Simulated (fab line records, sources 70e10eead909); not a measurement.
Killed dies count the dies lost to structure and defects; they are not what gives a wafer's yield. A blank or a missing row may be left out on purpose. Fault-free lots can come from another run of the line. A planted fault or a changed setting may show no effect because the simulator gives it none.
Which tool was responsible? ; flow nand-harc ; 30 wafers from 10 lots sampled at 4 of the route's 1159 steps

WHAT EACH GAUGE READ, for each wafer
NHARC_A_CHANNEL_HOLE_D1_INSPECT_40.
lot;measured;on;raw-defect-count
L671;day 9 03:00;defect-inspect-02;71 37 78
L675;day 9 10:16;defect-inspect-01;44 57 42
L676;day 9 14:28;defect-inspect-02;52 56 55
L679;day 10 23:32;defect-inspect-02;125 102 84
L684;day 11 16:58;defect-inspect-02;80 55 71
L682;day 11 21:09;defect-inspect-02;68 46 81
L691;day 13 06:43;defect-inspect-02;60 69 59
L690;day 13 06:53;defect-inspect-01;449 439 446
L689;day 13 10:36;defect-inspect-02;467 439 484
L694;day 14 05:37;defect-inspect-02;57 63 74

TOOL THAT RAN EACH LOT (tool first, then ch and the chambers of the sampled wafers, then the start)
lot;NHARC_A_CHANNEL_HOLE_D1_ETCH_24;NHARC_A_CHANNEL_HOLE_D1_ETCH_33;NHARC_A_CHANNEL_HOLE_D1_ETCH_44
L671;har-etch-01 ch 0,1, day 8 23:32;har-etch-01 ch 0,1, day 9 01:17;rie-diel-01 ch 2,3, day 9 02:01
L675;har-etch-02 ch 0,1, day 9 06:48;har-etch-02 ch 0,1, day 9 08:33;rie-diel-01 ch 0,3, day 9 09:16
L676;har-etch-02 ch 0,1, day 9 11:16;har-etch-02 ch 0,1, day 9 12:49;rie-diel-01 ch 0,1, day 9 13:28
L679;har-etch-01 ch 0,1, day 10 19:56;har-etch-01 ch 0,1, day 10 21:49;rie-diel-07 ch 0,2,3, day 10 22:34
L684;har-etch-02 ch 1, day 11 13:31;har-etch-02 ch 1, day 11 15:15;rie-diel-01 ch 2,3, day 11 15:58
L682;har-etch-02 ch 0,1, day 11 17:41;har-etch-02 ch 0,1, day 11 19:26;rie-diel-07 ch 0,1,3, day 11 20:10
L691;har-etch-01 ch 0,1, day 13 02:59;har-etch-01 ch 0,1, day 13 04:50;rie-diel-09 ch 2,3, day 13 05:37
L690;har-etch-02 ch 0,1, day 13 03:05;har-etch-02 ch 0,1, day 13 04:43;rie-diel-01 ch 1,3, day 13 05:53
L689;har-etch-02 ch 0,1, day 13 06:59;har-etch-02 ch 0,1, day 13 08:51;rie-diel-01 ch 1,2, day 13 09:37
L694;har-etch-02 ch 0,1, day 14 01:53;har-etch-02 ch 0,1, day 14 03:44;rie-diel-07 ch 2,3, day 14 04:31
- NHARC_A_CHANNEL_HOLE_D1_ETCH_24: etches the open film in C4F8/O2/Ar, time 906.2 s, target depth 1500 nm.
- NHARC_A_CHANNEL_HOLE_D1_ETCH_33: etches the open film in C4F8/O2/Ar, time 90 s, target depth 400 nm.
- NHARC_A_CHANNEL_HOLE_D1_ETCH_44: etches the open film in CF4/O2, target depth 140 nm, overetch 14 nm, time 77 s.

THE ANSWER, worked out from the rows above alone
Rule: the lots themselves supply what counts as usual. Put in order of their means at a reading, lots are off if they are a third of the lots or fewer, leave a main group of 4 or more, and stand apart from it by a gap of 3 or more times the standard deviation of the main group's means; of several such gaps the widest counts. Not used: any main group whose means are identical at the precision the tables above print for the reading. Also off: a lot with no number at a reading for which 4 or more lots have one. The other lots that the step has rows for count as sound.
Off, at NHARC_A_CHANNEL_HOLE_D1_INSPECT_40 on raw-defect-count: L690, L689. Main group: mean 66, sd 16.
If a tool, at a process step before that reading, ran all the lots that are off and no sound lot after the first of them, it fits. Gauges at NHARC_A_CHANNEL_HOLE_D1_INSPECT_40: tried the same way as those tools. One fits: NHARC_A_CHANNEL_HOLE_D1_ETCH_44 on rie-diel-01. A fault onset in the window from L684 (day 11 15:58, its last sound lot) to L690 (day 13 05:53, its first lot off) fits.

WHAT THE SIMULATOR HAD INSERTED
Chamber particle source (rie-diel-01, NHARC_A_CHANNEL_HOLE_D1_ETCH_44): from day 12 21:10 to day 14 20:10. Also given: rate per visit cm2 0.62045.
Struck lots among those shown: L690, L689. The same result came from the rule above.
